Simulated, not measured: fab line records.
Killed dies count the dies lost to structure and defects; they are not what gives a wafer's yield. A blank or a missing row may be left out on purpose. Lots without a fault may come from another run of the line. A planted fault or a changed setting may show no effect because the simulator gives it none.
Chamber matching ; flow nand harc ; NHARC_A_WL_FILL_ETCHBACK_26 on rie si-05: 4 sister chambers
The step etches the open film in HBr, target depth 52 nm, time 13.3 s. 4 wafers are shown with their chamber, then 8 later ones without.

WAFERS WITH THEIR CHAMBER
wafer;chamber;throttle valve pct (%)
L078.4;3;23.274
L086.1;1;23.264
L086.2;2;23.274
L094.1;0;23.265

WAFERS WHOSE CHAMBER IS MISSING
wafer;throttle valve pct (%)
L094.3;23.272
L094.5;23.267
L093.2;23.271
L093.3;23.269
L093.5;23.274
L097.2;23.268
L097.4;23.257
L097.5;23.267

WHICH CHAMBER EACH ONE RAN IN
wafer;from the rows above;in truth
L094.3;can't be placed: 2 or 3 or 0 or 1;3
L094.5;can't be placed: 0 or 1 or 2 or 3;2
L093.2;can't be placed: 2 or 3 or 0 or 1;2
L093.3;can't be placed: 0 or 1 or 2 or 3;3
L093.5;can't be placed: 2 or 3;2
L097.2;can't be placed: 0 or 1 or 2 or 3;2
L097.4;can't be placed: 1 or 0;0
L097.5;can't be placed: 0 or 1 or 2 or 3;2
Placed correctly: 0 of 8. These rows do not allow placing 8 (true chamber among the candidates in 8). Placed wrongly: 0.
How it was worked out, from the rows above alone: a wafer's distance from a chamber is the root of the sum, over the readings, of the square of ((its reading less the chamber's mean) divided by the reading's scatter). If the next closest chamber is less than 2 further off than the closest, the wafer can't be placed; otherwise it belongs to the closest. The mean given for a chamber averages the wafers shown for that chamber. The scatter (one wafer shown for each chamber): square how far every hidden wafer sits from the nearest shown wafer, average those squares and take the square root.
